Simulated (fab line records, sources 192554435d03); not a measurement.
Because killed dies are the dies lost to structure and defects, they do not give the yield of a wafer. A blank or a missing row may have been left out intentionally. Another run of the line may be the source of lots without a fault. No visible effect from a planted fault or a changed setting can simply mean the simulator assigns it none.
A lot that was struck, set against a sound lot	flow n5Finfet	14 out of 1938 route steps
Sound: wafers L573.1, L573.4, L573.5. Struck: wafers L580.1, L580.4. (L580.2 of the same lot was not struck and is left out.) The cause comes at the end.
Order at every step that has rows: each side's tool, ch and its chambers, its first start. Under that, the readings that differ: sound wafers	struck wafers	difference of the means	sigmas: that difference in standard deviations of wafers without a fault.
alike: a reading whose means differ by less than 2 such deviations, as well as words and numbers matching on both sides. not compared: withheld readings; readings where some wafer has no value; bounds like >300 that might hide an equal value; numbers whose values overlap and for which the record gives no deviation.
Wherever a step has rows on one side only, a row that says differs or no value, or a row with sigmas, the two part there. When numbers do not overlap yet have no deviation, they are printed without sigmas and do not part them. A reading that every wafer of one side lacks parts them only if that side has two wafers or more.

first, 8 steps without rows for these wafers: N5_MIM_TOP_LITHO_HMDS_01 (time 60 s); N5_MIM_TOP_LITHO_COAT_02; N5_MIM_TOP_LITHO_EBR_04; N5_MIM_TOP_LITHO_SOFTBAKE_03 (time 90 s); N5_MIM_TOP_LITHO_EXPOSE_05 (exposes mask MIM TOP, target cd 2000 nm); N5_MIM_TOP_LITHO_PEB_06; N5_MIM_TOP_LITHO_DEVELOP_07 (develop time 60 s); N5_MIM_TOP_LITHO_HARDBAKE_09 (time 120 s).
N5_MIM_TOP_LITHO_CD_MEAS_08: the cd target is 2000 nm.
  sound on cdSem-03 ch 0, day 15 07:32; struck on cdSem-02 ch 0, day 17 03:42
  alike: cdNm
N5_MIM_TOP_LITHO_OVL_MEAS_11:
  sound on overlay-02 ch 0, day 15 07:34; struck on overlay-02 ch 0, day 17 03:44
  alike: MIM_TOP_OVL
N5_MIM_TOP_LITHO_INSPECT_12: inspects for defects (macro).
  sound: defectInspect-02 at day 15 07:36; struck: defectInspect-02 at day 17 03:45
  alike: rawDefectCount
N5_MIM_TOP_LITHO_DESCUM_10: chemistry O2, time 7.9 s.
  sound on rieDiel-06 ch 1,3, day 15 07:40; struck on rieDiel-03 ch 2,3, day 17 03:50
reading	sound	struck	difference	sigmas
rfVppV (V)	242.5 243.8 241.3	245.9 245.7	+3.3	+2
  alike: chamberPressureMTorr, drypumpMotorCurrentA, oesProductAu, showerheadPlenumPTorr, throttleValvePct
  not compared: rfHoursCounterH
N5_MIM_TOP_ETCH_ETCH_00: etches TiN in Cl2/BCl3, target depth 38.5 nm.
  sound on rieMetal-02 ch 0,1, day 15 07:46; struck on rieMetal-01 ch 1, day 17 03:56
reading	sound	struck	difference	sigmas
mfcCl2Sccm (sccm)	53.36 53.26 53.31	59.41 59.13	+5.96	+35
throttleValvePct (%)	22.57 22.58 22.56	23.10 23.10	+0.53	+3
  alike: chamberPressureMTorr, drypumpMotorCurrentA, oesProductAu
  not compared: rfHoursCounterH
N5_MIM_TOP_ETCH_STRIP_01: strips in O2.
  sound on rieDiel-05 ch 0,1,2, day 15 07:54; struck on rieDiel-02 ch 0,1, day 17 04:27
  alike: chamberPressureMTorr, drypumpMotorCurrentA, oesProductAu, rfVppV, showerheadPlenumPTorr, throttleValvePct
  not compared: rfHoursCounterH

== WHERE THEY PART ==
First at N5_MIM_TOP_LITHO_DESCUM_10; last, within this record, at N5_MIM_TOP_ETCH_ETCH_00. Later steps at which nothing parts them and some readings are alike: N5_MIM_TOP_ETCH_STRIP_01.

WHY: what had been put in by the simulator
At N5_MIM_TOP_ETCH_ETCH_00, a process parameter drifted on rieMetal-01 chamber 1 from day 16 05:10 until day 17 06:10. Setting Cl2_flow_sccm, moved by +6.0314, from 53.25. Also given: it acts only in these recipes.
